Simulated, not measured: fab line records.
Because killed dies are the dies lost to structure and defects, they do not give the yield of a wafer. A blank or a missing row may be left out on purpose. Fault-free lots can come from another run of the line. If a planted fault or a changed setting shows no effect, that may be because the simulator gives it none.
fab line records    flow n5-finfet
[record] lots = 14  wafers = 42  last-day = 20
route steps=1938 shown HKMG_FIN@451 GATE_CUT@467 BEOL_M4@1111
lots with no fault: from the same line, run without faults
start-h: hours from the record's opening day to when the first of the lot's shown wafers began    wait-h: hours since the lot's step before    " repeats the value in the row above    L1.1+2: several wafers, shown together as one row    - value missing, or start not given    * or withheld: withheld    < > ~ a bound
route shown NAME@n: a module of which the file shows steps, and the number in the route of the first    usual: mean and standard deviation over wafers with no fault    same: alike in all rows    chamber/n: place in a boat    sites: each site's reading    _std_site: the standard deviation of these    _edge_site: outer sites' mean less inner sites'    radius-mm: how far each site lies from the wafer's centre    mask NAME#n: copy n    behind: the tool/chamber that last shaped the wafer    hold: reason for holding the lot/hours on hold/outcome of the hold    device: which transistor (n, p or np) failed to switch    end of line: tests of these same wafers at the route's end    a step with no rows: only its recipe    killed: count of dies lost to structure and defects at first sort (not the wafer's yield)    map: per-die view of a wafer (x killed, . not killed, _ where there is no die)
set.NAME: setting as actually run; set.NAME@STEP: the setting as run at that earlier step    model.NAME: the simulator's own value behind a step, which no gauge read
the route's steps for a sample of lots (tables are steps, rows are wafers)
services: when a tool's chamber went out of use (start-h, in hours from the record's first day, below 0 if earlier), for how many hours, and the reason
[[steps]]
[step N5_HKMG_FIN_ETCH_67]
[recipe] chemistry = N2/H2  target = SOC  target-depth-a = 3889  stop-on = TiN  ion-energy-ev = 100  bias-w = 61  pressure-mtorr = 30  source-w = 850  n2-flow-sccm = 200  h2-flow-sccm = 200
[usual] drypump-motor-current-A = 5.7/0.52  h2-flow-sccm = 199.9/0.55  oes-product-au = 0.82/0.093  rf-fwd-power-W = 843.4/3  rf-vpp-V = 240.9/1.6  showerhead-plenum-p-Torr = 2.56/0.12  throttle-valve-pct = 17.77/0.2
lot.wafer  tool         chamber  start-h  wait-h  drypump-motor-current-A  h2-flow-sccm  oes-product-au  rf-fwd-power-W  rf-hours-counter-h  rf-vpp-V  showerhead-plenum-p-Torr  throttle-valve-pct
L213.1     rie-diel-04  2        77.62    -       6.1                      200.2         0.84            842.4           59                  241.4     2.57                      17.51
L213.4     "            3        "        "       6.1                      199.8         0.70            845.0           224                 239.0     2.40                      18.02
L213.6     "            1        "        "       5.0                      200.5         0.68            842.4           -                   237.8     2.40                      17.96
L216.1     rie-diel-04  2        97.06    -       6.1                      200.1         0.82            847.0           65                  243.4     2.57                      17.50
L216.4     "            2        "        "       6.1                      200.3         0.82            843.6           -                   241.4     2.57                      17.50
L216.5     "            0        "        "       5.3                      200.6         0.93            839.0           -                   240.0     2.50                      17.63
L218.4     rie-diel-01  3        109.25   -       6.3                      200.3         0.93            839.7           8                   241.2     2.50                      17.78
L218.5     "            3        "        "       6.3                      200.6         0.93            839.1           -                   238.6     2.50                      17.78
L218.6     "            2        "        "       5.4                      199.8         0.97            840.8           -                   244.5     2.72                      17.59
L220.1     rie-diel-03  0        118.97   -       5.5                      200.5         0.69            846.3           232                 239.4     2.50                      17.73
L220.4     "            2        "        "       5.3                      200.4         0.73            841.1           182                 239.9     2.43                      18.00
L220.5     "            1        "        "       6.4                      199.9         0.89            841.9           -                   242.3     2.71                      17.76
L221.1     rie-diel-01  1        126.45   -       5.1                      199.5         0.90            842.4           21                  241.6     2.71                      17.70
L221.5     "            2        "        "       5.4                      199.7         0.93            845.8           -                   242.7     2.71                      17.60
L221.6     "            1        "        "       5.1                      198.9         0.90            843.3           -                   241.6     2.71                      17.71
L228.3     rie-diel-04  1        169.77   -       5.1                      199.3         0.90            844.0           17                  242.2     2.71                      17.56
L228.4     "            0        "        "       5.3                      200.0         0.89            838.5           33                  241.1     2.49                      17.67
L228.6     "            2        "        "       6.1                      198.7         0.79            843.5           -                   240.9     2.56                      17.55
L227.1     rie-diel-04  0        170.54   -       5.3                      199.7         0.88            837.9           33                  239.9     2.49                      17.67
L227.4     "            1        "        "       5.1                      200.7         0.89            840.4           17                  242.9     2.71                      17.57
L227.6     "            2        "        "       6.1                      199.0         0.80            845.8           -                   241.7     2.56                      17.55
L229.1     rie-diel-03  1        175.15   -       6.4                      199.3         0.85            840.6           56                  242.5     2.70                      17.82
L229.5     "            1        "        "       6.5                      199.6         0.85            842.6           -                   242.2     2.70                      17.80
L229.6     "            2        "        "       5.3                      200.4         0.72            841.7           -                   240.3     2.43                      18.04
L230.2     rie-diel-03  2        182.89   -       5.3                      200.2         0.72            840.4           203                 239.2     2.42                      18.04
L230.3     "            1        "        "       6.5                      200.3         0.85            846.5           -                   242.9     2.70                      17.81
L230.4     "            2        "        "       5.3                      200.5         0.71            841.4           -                   239.4     2.42                      18.03
L231.2     rie-diel-03  1        185.64   -       6.5                      200.0         0.84            844.2           62                  243.2     2.70                      17.82
L231.4     "            2        "        "       5.3                      200.2         0.72            839.8           -                   239.6     2.42                      18.04
L231.5     "            2        "        "       5.3                      199.6         0.71            838.9           -                   238.8     2.42                      18.04
L232.2     rie-diel-01  1        195.50   -       5.1                      200.9         0.86            842.9           42                  241.1     2.70                      17.74
L232.3     "            2        "        "       5.4                      199.1         0.90            844.3           25                  240.9     2.70                      17.63
L232.4     "            0        "        "       5.8                      200.0         0.79            842.6           100                 242.8     2.56                      17.62
L233.2     rie-diel-01  3        198.41   -       6.3                      200.0         0.87            841.5           37                  240.8     2.49                      17.83
L233.4     "            1        "        "       5.1                      198.8         0.86            848.5           43                  242.6     2.70                      17.73
L233.5     "            1        "        "       5.1                      199.5         0.87            845.5           -                   243.5     2.70                      17.73
L235.2     rie-diel-03  0        211.85   -       5.5                      200.4         0.95            838.6           11                  239.7     2.49                      17.37
L235.4     "            1        "        "       6.5                      200.2         0.83            846.5           74                  241.8     2.69                      17.83
L235.6     "            0        "        "       5.5                      199.5         0.95            840.4           -                   241.3     2.49                      17.37
L236.1     rie-diel-01  1        235.49   -       5.1                      200.5         0.84            842.8           55                  243.2     2.69                      17.76
L236.2     "            3        "        "       6.3                      199.7         0.85            837.0           49                  239.8     2.48                      17.85
L236.5     "            3        "        "       6.3                      199.3         0.85            841.3           -                   239.9     2.48                      17.85
[step N5_HKMG_FIN_STRIP_90]
[recipe] chemistry = N2/H2  material = SOC  time-s = 20  power-w = 500  temp-c = 40  pressure-mtorr = 50  rf-frequency-hz = 6e+07  bias-power-w = 8  h2-frac = 0.5  n2-flow-sccm = 300  h2-flow-sccm = 300
[usual] drypump-motor-current-A = 5.7/0.53  h2-flow-sccm = 300.0/0.82  oes-product-au = 0.82/0.094  rf-fwd-power-W = 496.6/1.6  rf-vpp-V = 54.3/0.92  showerhead-plenum-p-Torr = 3.39/0.15  throttle-valve-pct = 19.00/0.28
lot.wafer  tool         chamber  start-h  wait-h  drypump-motor-current-A  h2-flow-sccm  oes-product-au  rf-fwd-power-W  rf-hours-counter-h  rf-vpp-V  showerhead-plenum-p-Torr  throttle-valve-pct
L213.1     rie-diel-04  2        77.68    0.0     6.1                      298.8         0.84            494.8           59                  55.5      3.40                      18.69
L213.4     "            3        "        "       6.1                      299.0         0.69            497.9           224                 55.0      3.18                      19.09
L213.6     "            1        "        "       5.1                      299.3         0.67            494.6           -                   54.2      3.18                      19.45
L216.1     rie-diel-04  2        97.12    0.0     6.1                      299.0         0.82            497.7           65                  54.1      3.40                      18.70
L216.4     "            2        "        "       6.1                      300.2         0.83            497.6           -                   55.1      3.40                      18.70
L216.5     "            0        "        "       5.3                      299.1         0.92            497.9           -                   56.2      3.30                      18.83
L218.4     rie-diel-01  3        109.31   0.0     6.3                      300.7         0.96            494.5           8                   54.1      3.31                      19.12
L218.5     "            3        "        "       6.3                      300.0         0.96            496.3           -                   54.6      3.31                      19.10
L218.6     "            2        "        "       5.3                      299.2         0.98            496.1           -                   54.7      3.58                      18.76
L220.1     rie-diel-03  0        119.03   0.0     5.6                      299.3         0.69            496.0           233                 52.6      3.30                      18.73
L220.4     "            2        "        "       5.3                      300.2         0.74            496.2           182                 54.6      3.22                      19.36
L220.5     "            1        "        "       6.5                      299.2         0.90            498.7           -                   55.9      3.57                      19.03
L221.1     rie-diel-01  1        126.51   0.0     5.1                      301.3         0.91            496.5           22                  55.2      3.57                      18.86
L221.5     "            2        "        "       5.3                      299.1         0.95            495.4           -                   53.9      3.57                      18.77
L221.6     "            1        "        "       5.1                      300.1         0.90            496.5           -                   55.1      3.57                      18.87
L228.3     rie-diel-04  1        169.83   0.0     5.1                      299.9         0.90            496.3           17                  54.8      3.58                      19.11
L228.4     "            0        "        "       5.3                      299.6         0.89            495.5           33                  54.3      3.29                      18.87
L228.6     "            2        "        "       6.1                      300.1         0.81            498.2           -                   55.1      3.38                      18.72
L227.1     rie-diel-04  0        170.60   0.0     5.3                      300.3         0.88            495.8           33                  54.4      3.29                      18.86
L227.4     "            1        "        "       5.0                      300.6         0.89            494.8           18                  55.1      3.58                      19.11
L227.6     "            2        "        "       6.1                      300.9         0.80            494.8           -                   53.0      3.38                      18.73
L229.1     rie-diel-03  1        175.24   0.1     6.5                      299.5         0.85            497.1           57                  54.2      3.56                      19.05
L229.5     "            1        "        "       6.5                      299.8         0.86            496.9           -                   54.0      3.56                      19.06
L229.6     "            2        "        "       5.3                      300.8         0.73            496.9           -                   54.3      3.21                      19.37
L230.2     rie-diel-03  2        182.98   0.1     5.3                      299.2         0.72            494.3           204                 52.0      3.21                      19.36
L230.3     "            1        "        "       6.5                      300.5         0.86            497.2           -                   54.6      3.56                      19.06
L230.4     "            2        "        "       5.3                      300.0         0.73            495.5           -                   56.3      3.21                      19.37
L231.2     rie-diel-03  1        185.73   0.1     6.5                      299.4         0.86            498.0           63                  54.8      3.56                      19.07
L231.4     "            2        "        "       5.3                      300.5         0.72            494.3           -                   53.2      3.21                      19.38
L231.5     "            2        "        "       5.3                      299.0         0.72            495.8           -                   54.7      3.21                      19.38
L232.2     rie-diel-01  1        195.56   0.0     5.1                      300.0         0.87            498.9           42                  55.0      3.56                      18.89
L232.3     "            2        "        "       5.3                      301.0         0.91            498.8           25                  55.2      3.57                      18.79
L232.4     "            0        "        "       5.7                      300.7         0.80            497.6           100                 54.7      3.37                      18.67
L233.2     rie-diel-01  3        198.47   0.0     6.3                      300.4         0.89            493.7           37                  53.3      3.29                      19.14
L233.4     "            1        "        "       5.1                      299.6         0.87            494.3           43                  55.2      3.56                      18.91
L233.5     "            1        "        "       5.1                      299.7         0.88            495.6           -                   54.4      3.56                      18.90
L235.2     rie-diel-03  0        211.91   0.0     5.5                      300.3         0.96            494.7           11                  54.7      3.29                      18.36
L235.4     "            1        "        "       6.5                      300.4         0.85            499.2           75                  54.8      3.55                      19.10
L235.6     "            0        "        "       5.5                      299.8         0.96            495.4           -                   52.9      3.29                      18.36
L236.1     rie-diel-01  1        235.55   0.0     5.1                      300.9         0.86            495.3           55                  55.0      3.55                      18.91
L236.2     "            3        "        "       6.3                      300.8         0.87            496.6           50                  53.5      3.28                      19.17
L236.5     "            3        "        "       6.3                      301.5         0.87            494.3           -                   54.6      3.28                      19.17
[step N5_HKMG_FIN_CMP_94]
[recipe] stop-on = SiNx  post-cmp-clean = w-dilute-nh4oh  t-overpolish-s = 4.7  down-force-psi = 4  platen-rpm = 50.289  pad-velocity-m-s = 1.0006  target-thk-nm = 43.299
[usual] edge-zone-pressure-frac = 1.000/0.0048  head-pressure-psi = 4.000/0.0087  motor-current-A = 12.2/1.2  retaining-ring-pressure-frac = 1.000/0.0052  t-overpolish-s = 4.7/0
lot.wafer  tool    chamber  start-h  wait-h  edge-zone-pressure-frac  head-pressure-psi  motor-current-A  retaining-ring-pressure-frac  t-overpolish-s
L213.4     cmp-02  2        79.38    0.4     0.998                    3.986              12.2             0.998                         4.7
L213.1     "       1        "        "       0.996                    3.990              13.7             1.001                         4.7
L213.6     "       2        "        "       0.996                    4.000              11.5             0.996                         4.7
L216.1     cmp-02  0        98.85    0.4     1.003                    4.001              11.1             1.011                         4.7
L216.4     "       3        "        "       0.999                    4.002              13.4             1.005                         4.7
L216.5     "       0        "        "       1.000                    3.993              11.3             1.009                         4.7
L218.4     cmp-01  0        111.15   0.3     1.002                    3.997              11.7             0.995                         4.7
L218.5     "       3        "        "       1.002                    3.999              10.4             0.999                         4.7
L218.6     "       0        "        "       0.993                    3.992              11.7             0.997                         4.7
L220.1     cmp-01  3        120.79   0.3     0.997                    4.009              10.9             1.003                         4.7
L220.4     "       0        "        "       0.999                    4.004              10.9             1.003                         4.7
L220.5     "       1        "        "       1.001                    3.992              11.6             1.002                         4.7
L221.1     cmp-02  3        128.30   0.2     1.009                    4.009              13.2             1.003                         4.7
L221.5     "       0        "        "       0.995                    3.998              11.3             1.001                         4.7
L221.6     "       1        "        "       1.007                    4.012              13.8             1.000                         4.7
L228.4     cmp-01  3        171.58   0.4     -                        -                  -                -                             -
L228.3     "       1        "        "       -                        -                  -                -                             -
L228.6     "       0        "        "       -                        -                  -                -                             -
L227.4     cmp-02  2        172.33   0.3     -                        -                  -                -                             -
L227.1     "       0        "        "       -                        -                  -                -                             -
L227.6     "       1        "        "       -                        -                  -                -                             -
L229.1     cmp-02  0        177.07   0.2     1.004                    4.006              11.2             0.998                         4.7
L229.5     "       1        "        "       0.999                    3.999              14.3             1.001                         4.7
L229.6     "       2        "        "       1.005                    4.002              11.4             1.005                         4.7
L230.3     cmp-02  1        184.72   0.4     1.003                    4.006              13.9             1.001                         4.7
L230.4     "       2        "        "       1.001                    4.004              10.7             0.993                         4.7
L230.2     "       0        "        "       0.995                    3.974              11.6             0.989                         4.7
L231.2     cmp-03  0        187.46   0.4     0.999                    3.995              12.0             0.998                         4.7
L231.4     "       1        "        "       0.996                    4.006              12.3             1.003                         4.7
L231.5     "       0        "        "       1.008                    3.987              11.5             0.993                         4.7
L232.4     cmp-03  2        197.26   0.4     1.002                    3.980              12.0             1.010                         4.7
L232.2     "       3        "        "       1.005                    3.985              12.6             1.003                         4.7
L232.3     "       0        "        "       1.000                    4.015              12.3             1.003                         4.7
L233.2     cmp-03  2        200.20   0.4     1.001                    4.011              10.6             1.002                         4.7
L233.4     "       3        "        "       0.997                    3.990              13.8             0.998                         4.7
L233.5     "       3        "        "       1.000                    3.990              13.0             1.000                         4.7
L235.2     cmp-03  1        213.86   0.4     0.997                    4.014              12.8             1.003                         4.7
L235.4     "       0        "        "       1.006                    4.008              11.5             0.999                         4.7
L235.6     "       1        "        "       0.996                    4.004              12.6             0.997                         4.7
L236.1     cmp-02  0        237.32   0.3     0.999                    4.000              11.1             1.008                         4.7
L236.2     "       1        "        "       1.003                    3.994              15.1             0.995                         4.7
L236.5     "       3        "        "       1.009                    3.999              13.1             1.003                         4.7
[step N5_GATE_CUT_ETCHBACK_30]
[recipe] chemistry = Cl2/Ar  target = TiN  target-depth-a = 30  mode = isotropic  pressure-mtorr = 10  icp-w = 600  bias-w = 60  Cl2_flow_sccm = 40  Ar_flow_sccm = 60
[usual] drypump-motor-current-A = 5.7/0.39  he-backside-leak-sccm = 3.36/0.23  mfc-cl2-sccm = 40.01/0.12  oes-product-au = 0.76/0.12  rf-fwd-power-W = 591/3.9  throttle-valve-pct = 20.84/0.19
lot.wafer  tool          chamber  start-h  wait-h  drypump-motor-current-A  he-backside-leak-sccm  mfc-cl2-sccm  oes-product-au  rf-fwd-power-W  rf-hours-counter-h  throttle-valve-pct
L213.1     rie-metal-01  0        79.85    0.1     5.6                      3.16                   40.06         0.59            593             145                 21.24
L213.4     "             1        "        "       6.2                      3.41                   40.20         0.63            594             -                   20.94
L213.6     "             0        "        "       5.5                      3.18                   39.89         0.59            591             -                   21.24
L216.1     rie-metal-01  1        99.32    0.1     6.2                      3.47                   39.89         0.63            593             122                 20.95
L216.4     "             0        "        "       5.6                      3.31                   39.91         0.58            590             -                   21.25
L216.5     "             1        "        "       6.2                      3.44                   40.02         0.63            592             -                   20.92
L218.4     rie-metal-01  1        111.84   0.1     6.1                      3.52                   39.94         0.63            594             -                   20.93
L218.5     "             1        "        "       6.2                      3.43                   39.97         0.63            593             -                   20.92
L218.6     "             1        "        "       6.2                      3.69                   40.10         0.63            593             -                   20.94
L220.1     rie-metal-03  1        121.20   0.1     5.9                      3.58                   40.02         0.79            587             43                  20.66
L220.4     "             1        "        "       5.8                      3.56                   40.15         0.79            585             -                   20.69
L220.5     "             1        "        "       5.8                      3.45                   40.06         0.79            587             -                   20.69
L221.1     rie-metal-01  1        128.69   0.1     6.2                      3.66                   40.04         0.62            598             124                 20.93
L221.5     "             1        "        "       6.2                      3.22                   39.99         0.63            594             -                   20.93
L221.6     "             0        "        "       5.6                      3.16                   39.98         0.98            589             -                   20.78
L229.1     rie-metal-03  1        177.45   0.1     5.8                      3.56                   40.07         0.79            581             46                  20.70
L229.5     "             0        "        "       4.9                      3.11                   40.24         0.80            591             -                   21.04
L229.6     "             1        "        "       5.8                      3.73                   40.02         0.79            584             -                   20.69
L230.2     rie-metal-03  1        185.20   0.1     5.8                      3.67                   40.11         0.78            586             46                  20.68
L230.3     "             1        "        "       5.8                      3.78                   40.07         0.79            584             -                   20.70
L230.4     "             0        "        "       4.9                      3.10                   40.09         0.80            593             -                   21.03
L231.2     rie-metal-01  0        187.94   0.1     5.6                      3.11                   40.19         0.93            591             5                   20.81
L231.4     "             0        "        "       5.5                      3.18                   40.18         0.93            591             -                   20.79
L231.5     "             0        "        "       5.5                      3.13                   40.13         0.92            588             -                   20.79
L232.2     rie-metal-01  1        197.74   0.1     6.2                      3.49                   40.05         0.62            598             130                 20.95
L232.3     "             1        "        "       6.2                      3.46                   40.08         0.62            594             -                   20.93
L232.4     "             0        "        "       5.5                      3.18                   40.03         0.92            590             -                   20.78
L233.2     rie-metal-03  0        200.68   0.1     5.0                      3.32                   39.95         0.79            592             38                  21.07
L233.4     "             0        "        "       4.9                      3.17                   40.02         0.80            594             -                   21.07
L233.5     "             0        "        "       4.9                      3.13                   39.87         0.80            593             -                   21.06
L235.2     rie-metal-02  0        214.33   0.1     6.0                      3.75                   40.06         0.88            593             19                  20.63
L235.4     "             1        "        "       5.5                      3.39                   40.09         0.68            587             -                   20.73
L235.6     "             1        "        "       5.5                      3.33                   40.06         0.68            587             -                   20.74
L236.1     rie-metal-01  1        237.74   0.1     6.2                      3.25                   40.08         0.98            592             1                   20.60
L236.2     "             0        "        "       5.5                      3.13                   39.97         0.88            590             11                  20.83
L236.5     "             0        "        "       5.6                      2.96                   39.77         0.88            590             -                   20.81
[step N5_BEOL_M4_RC_MEAS_101]
[usual] DIBL_N = 36.6/1.1  DIBL_P = 36.8/1.6  IOFF_N = 0.169/0.024  IOFF_P = 0.206/0.028  ION_N = 679/9.2  ION_P = 462/7  SS_N = 71.6/0.57  SS_P = 73.3/0.57  VT_N = 248.8/2.4  VT_P = -251/3
lot.wafer  tool       chamber  start-h  wait-h  DIBL_N[mV/V]  DIBL_P[mV/V]  IOFF_N[nA/um]  IOFF_P[nA/um]  ION_N[uA/um]  ION_P[uA/um]  SS_N[mV/dec]  SS_P[mV/dec]  VT_N[mV]  VT_P[mV]
L213.1     prober-02  0        193.26   0.0     36.5          36.2          0.161          0.177          674           462           70.6          73.1          248.3     -256
L213.4     "          0        "        "       36.5          36.3          0.161          0.175          688           460           71.0          73.1          249.3     -255
L213.6     "          0        "        "       34.9          33.7          0.131          0.148          659           453           70.3          72.7          254.6     -258
L218.4     prober-02  0        222.92   0.5     36.6          38.2          0.165          0.221          691           468           71.3          72.3          248.0     -249
L218.5     "          0        "        "       35.6          36.9          0.140          0.201          668           465           71.5          72.2          250.8     -251
L218.6     "          0        "        "       38.0          39.2          0.183          0.234          683           473           72.2          73.5          250.1     -248
L216.1     prober-01  0        224.32   0.0     35.8          35.8          0.138          0.190          671           462           71.0          73.5          252.2     -252
L216.4     "          0        "        "       36.5          37.8          0.158          0.219          678           464           70.8          73.9          248.2     -252
L216.5     "          0        "        "       36.6          37.3          0.155          0.197          674           463           70.9          72.4          248.5     -253
L220.1     prober-01  0        229.78   0.0     35.9          35.2          0.157          0.194          667           455           71.5          74.3          252.4     -250
L220.4     "          0        "        "       34.6          34.0          0.146          0.183          668           458           71.5          73.1          249.2     -252
L220.5     "          0        "        "       35.4          35.5          0.165          0.200          667           457           72.4          73.9          248.4     -252
L221.1     prober-01  0        255.04   0.0     36.8          37.0          0.172          0.218          672           463           72.4          73.1          249.1     -250
L221.5     "          0        "        "       36.6          37.1          0.165          0.223          676           462           71.9          73.4          246.9     -251
L221.6     "          0        "        "       36.8          37.6          0.181          0.231          693           468           71.9          72.8          246.2     -251
L229.1     prober-01  0        299.44   0.0     35.0          33.5          0.128          0.166          667           454           70.8          72.3          254.6     -254
L229.5     "          0        "        "       34.8          33.7          0.135          0.166          665           456           71.5          72.3          251.3     -255
L229.6     "          0        "        "       35.8          34.4          0.142          0.176          667           458           71.3          73.0          251.5     -253
L230.2     prober-02  0        299.86   0.2     37.6          36.6          0.173          0.171          673           447           71.0          73.9          248.9     -255
L230.3     "          0        "        "       38.0          37.1          0.187          0.183          680           453           72.1          73.8          248.6     -259
L230.4     "          0        "        "       36.0          34.8          0.149          0.158          673           451           71.1          73.6          251.8     -258
L231.2     prober-01  0        304.94   0.2     36.6          36.3          0.168          0.195          676           460           71.5          73.1          247.7     -249
L231.4     "          0        "        "       38.3          37.9          0.202          0.221          680           467           71.9          73.3          247.3     -250
L231.5     "          0        "        "       38.3          38.0          0.201          0.219          678           461           72.1          73.6          246.5     -249
L232.2     prober-02  0        306.90   0.2     36.7          35.8          0.169          0.236          681           468           71.6          72.7          248.6     -248
L232.3     "          0        "        "       35.1          34.5          0.149          0.217          677           469           71.0          73.1          249.2     -249
L232.4     "          0        "        "       36.9          36.0          0.172          0.234          684           468           72.2          72.9          246.8     -248
L233.2     prober-02  0        316.62   0.2     36.3          37.4          0.169          0.221          673           466           71.8          73.9          249.2     -247
L233.4     "          0        "        "       35.4          36.6          0.160          0.210          678           466           72.1          73.6          249.0     -251
L233.5     "          0        "        "       35.3          36.5          0.150          0.212          672           466           72.1          73.2          253.6     -251
L235.2     prober-02  0        345.26   0.2     36.8          37.4          0.157          0.196          682           465           71.2          73.6          246.8     -251
L235.4     "          0        "        "       36.5          37.5          0.155          0.204          679           466           71.1          73.1          249.0     -252
L235.6     "          0        "        "       36.8          36.6          0.149          0.186          683           461           71.4          73.7          248.1     -251
L236.1     prober-02  0        349.03   0.0     35.9          36.9          0.140          0.171          673           455           70.7          72.8          255.4     -252
L236.2     "          0        "        "       36.3          37.3          0.143          0.179          675           460           71.4          72.9          252.2     -253
L236.5     "          0        "        "       37.0          38.6          0.157          0.190          675           461           71.6          72.7          250.8     -252
[[services]]
tool          chamber  start-h  hours  kind
cmp-03        -        61.25    1.5    repair
rie-diel-01   3        67.95    -      clean
rie-diel-01   3        67.95    -      consumable-replace:focus-ring
rie-diel-01   3        67.95    17.7   scheduled-down
rie-diel-01   3        67.95    17.7   vent-cycle
cmp-02        -        68.29    0.6    repair
cmp-01        -        82.43    4.0    pm
rie-diel-01   2        85.67    -      clean
rie-diel-01   2        85.67    -      consumable-replace:focus-ring
rie-diel-01   2        85.67    -      consumable-replace:showerhead
rie-diel-01   2        85.67    16.1   scheduled-down
rie-diel-01   2        85.67    16.1   vent-cycle
cmp-01        -        101.41   0.6    repair
rie-diel-04   3        103.26   4.3    repair
rie-diel-01   -        129.43   10.9   repair
cmp-03        -        129.74   1.4    repair
rie-diel-04   3        138.33   9.4    repair
cmp-01        -        143.46   4.0    pm
rie-diel-01   2        143.52   8.2    repair
rie-diel-03   0        165.44   -      clean
cmp-02        -        167.59   0.3    repair
rie-metal-03  0        173.53   3.5    repair
rie-metal-03  0        179.32   4.5    repair
cmp-03        -        188.76   1.9    repair
[[key]]
[first-sign] step = N5_HKMG_FIN_CMP_94  reading = tool-record  direction = missing
effect none on later readings
met-at N5_HKMG_FIN_CMP_94
struck-lots L227,L228
later-rows-left-out L227.1,L227.4,L227.6,L228.3,L228.4,L228.6
sort-left-out L227.1,L227.4,L227.6,L228.3,L228.4,L228.6
tester-left-out L227,L228
not-acting-at N5_HKMG_FIN_ETCH_67,N5_HKMG_FIN_STRIP_90,N5_GATE_CUT_ETCHBACK_30
onset-between 128.30 171.58
[fault] kind = skipped-step-whole  tool = cmp-01,cmp-02  chamber = -  onset-h = 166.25  steps = N5_HKMG_FIN_CMP_94  scope = struck-lots-only
// tester-left-out: of these lots the tester's yield and bins aren't shown, on N5 and GAA mostly nor the transistor test; their killed dies are dies lost to structure and defects alone, not to doping, threshold or leakage, so they don't give the yield
// sort-left-out: the simulated sort isn't trusted on such a fault, so these wafers' sort isn't shown, and their yield isn't known
// later-rows-left-out: the simulator's readings of these wafers behind a module that went badly wrong aren't trusted and aren't shown, but for the sort
